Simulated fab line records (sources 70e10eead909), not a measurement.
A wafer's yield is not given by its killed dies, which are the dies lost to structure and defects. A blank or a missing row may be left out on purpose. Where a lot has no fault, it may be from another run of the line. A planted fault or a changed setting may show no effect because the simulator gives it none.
Matching of chambers / flow nand harc / NHARC_A_STAIRCASE_TRIM_196 on rie diel-01: 4 sister chambers
The step chemistry O2, time 211.2 s. 4 wafers are shown with their chamber, then 10 later ones without.

WAFERS PAIRED WITH THEIR CHAMBERS
wafer=L083.3; chamber=3; drypump motor current A (A)=5.0
wafer=L083.4; chamber=0; drypump motor current A (A)=5.1
wafer=L084.2; chamber=2; drypump motor current A (A)=5.4
wafer=L084.3; chamber=1; drypump motor current A (A)=6.0

WAFERS WITH NO CHAMBER GIVEN
wafer=L084.5; drypump motor current A (A)=5.4
wafer=L086.3; drypump motor current A (A)=6.0
wafer=L086.4; drypump motor current A (A)=5.4
wafer=L086.5; drypump motor current A (A)=5.1
wafer=L087.1; drypump motor current A (A)=5.4
wafer=L087.2; drypump motor current A (A)=5.1
wafer=L087.5; drypump motor current A (A)=5.4
wafer=L092.1; drypump motor current A (A)=5.0
wafer=L092.3; drypump motor current A (A)=6.1
wafer=L092.6; drypump motor current A (A)=6.0

WHICH CHAMBER EACH WENT THROUGH
wafer=L084.5; from the rows above=2; in truth=2
wafer=L086.3; from the rows above=1; in truth=1
wafer=L086.4; from the rows above=2; in truth=2
wafer=L086.5; from the rows above=0; in truth=0
wafer=L087.1; from the rows above=2; in truth=2
wafer=L087.2; from the rows above=0; in truth=0
wafer=L087.5; from the rows above=2; in truth=2
wafer=L092.1; from the rows above=3; in truth=3
wafer=L092.3; from the rows above=1; in truth=1
wafer=L092.6; from the rows above=1; in truth=1
Correct placement for 10 of the 10. Number that these rows cannot place: 0. Placed wrongly: 0.
How it was worked out, from the rows above alone: a wafer's distance from a chamber is the root of the sum, over the readings, of the square of ((its reading less the chamber's mean) divided by the reading's scatter). If the next closest chamber is less than 2 further off than the closest, the wafer can't be placed; otherwise it belongs to the closest. A chamber's mean is the mean of its shown wafers. The scatter (one wafer shown for each chamber): square how far every hidden wafer sits from the nearest shown wafer, average those squares and take the square root.
